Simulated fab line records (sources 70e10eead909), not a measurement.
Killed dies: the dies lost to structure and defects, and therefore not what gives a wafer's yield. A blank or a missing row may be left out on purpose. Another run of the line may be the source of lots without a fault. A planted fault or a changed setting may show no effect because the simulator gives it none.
Check for tools in common    flow nand-harc    12 lots and 36 wafers in the sample

== WHAT PROMPTED THE OPENING ==
At NHARC_P_GATE_CD_MEAS_91 the reading cd-nm is flagged on 1 of 12 lots. Fault-free wafers read 1999.9 nm, with a standard deviation of 1.3.
Rule: a lot gets a flag if all its wafers with a number sit over 4 standard deviations from that mean, or if no wafer of it has a number. All remaining lots are regarded as sound.

lot   measured      on         cd-nm (nm), wafer by wafer  flag
L484  day 6 07:30   cd-sem-02  1998.6 1999.4 1998.5        
L485  day 7 01:53   cd-sem-02  1999.0 1999.9 2000.3        
L488  day 8 04:52   cd-sem-02  2001.2 2001.5 1999.5        
L489  day 8 21:17   cd-sem-01  2000.6 1999.3 1999.1        
L490  day 9 01:46   cd-sem-02  1999.6 2001.4 2001.6        
L491  day 9 11:01   cd-sem-02  2071.5 2071.9 2070.9        FLAGGED
L494  day 10 20:30  cd-sem-03  1997.3 1997.8 1999.8        
L497  day 11 21:28  cd-sem-02  2000.2 1999.7 1999.8        
L500  day 13 03:31  cd-sem-02  2000.6 1998.5 1999.7        
L501  day 13 18:44  cd-sem-02  1999.5 2000.2 1999.8        
L505  day 15 02:44  cd-sem-01  1998.5 1998.7 1998.8        
L504  day 15 03:27  cd-sem-01  2000.1 2001.2 1999.6        
The mean of the flagged lots' numbers is 2071.4 nm, +71.5 nm from the usual (+55 standard deviations).

== WHICH TOOL EACH LOT WENT THROUGH ==
The record keeps 1 process step preceding the reading, out of 1302 steps on the route. Read each cell as the tool, then ch plus the chambers that the sampled wafers visited, then the start.
lot   flag     NHARC_P_GATE_EXPOSE_88
L484           krf-scanner-02 ch 0, day 6 07:20
L485           krf-scanner-03 ch 0, day 7 01:44
L488           krf-scanner-03 ch 0, day 8 04:43
L489           krf-scanner-04 ch 0, day 8 21:08
L490           krf-scanner-04 ch 0, day 9 01:37
L491  FLAGGED  krf-scanner-04 ch 0, day 9 10:51
L494           krf-scanner-04 ch 0, day 10 20:21
L497           krf-scanner-02 ch 0, day 11 21:18
L500           krf-scanner-03 ch 0, day 13 03:22
L501           krf-scanner-03 ch 0, day 13 18:35
L505           krf-scanner-03 ch 0, day 15 02:35
L504           krf-scanner-03 ch 0, day 15 03:18
What the steps here do:
- NHARC_P_GATE_EXPOSE_88: exposes mask P HVN, target cd 2000 nm.
- NHARC_P_GATE_CD_MEAS_91: target cd 2000 nm.

== FLAGGED OVER TOTAL, TOOL BY TOOL (the gauges that took the reading come last) ==
step                     tool            lots run  flagged  share of the flagged lots  sound lots run after its first flagged lot
NHARC_P_GATE_EXPOSE_88   krf-scanner-02  2         0        none                       -
NHARC_P_GATE_EXPOSE_88   krf-scanner-03  6         0        none                       -
NHARC_P_GATE_EXPOSE_88   krf-scanner-04  4         1        all                        1 (L494)
NHARC_P_GATE_CD_MEAS_91  cd-sem-01       3         0        none                       -
NHARC_P_GATE_CD_MEAS_91  cd-sem-02       8         1        all                        3 (L497,L500,L501)
NHARC_P_GATE_CD_MEAS_91  cd-sem-03       1         0        none                       -

== THE TABLE: WHAT IT ALLOWS ==
In 2 table rows, all flagged lots were run: krf-scanner-04 (NHARC_P_GATE_EXPOSE_88), cd-sem-02 (NHARC_P_GATE_CD_MEAS_91).
- krf-scanner-04 at NHARC_P_GATE_EXPOSE_88: 1 of its 4 lots flagged. After the first flagged lot (L494), sound lots still ran on it; a lasting fault on the whole tool would not permit that.
- cd-sem-02 at NHARC_P_GATE_CD_MEAS_91: 1 of its 8 lots flagged. After the first flagged lot (L497, L500, L501), sound lots still ran on it; a lasting fault on the whole tool would not permit that.
No row of the table ran every flagged lot and no sound lot after the first.

== WHAT WAS PUT IN BY THE SIMULATOR ==
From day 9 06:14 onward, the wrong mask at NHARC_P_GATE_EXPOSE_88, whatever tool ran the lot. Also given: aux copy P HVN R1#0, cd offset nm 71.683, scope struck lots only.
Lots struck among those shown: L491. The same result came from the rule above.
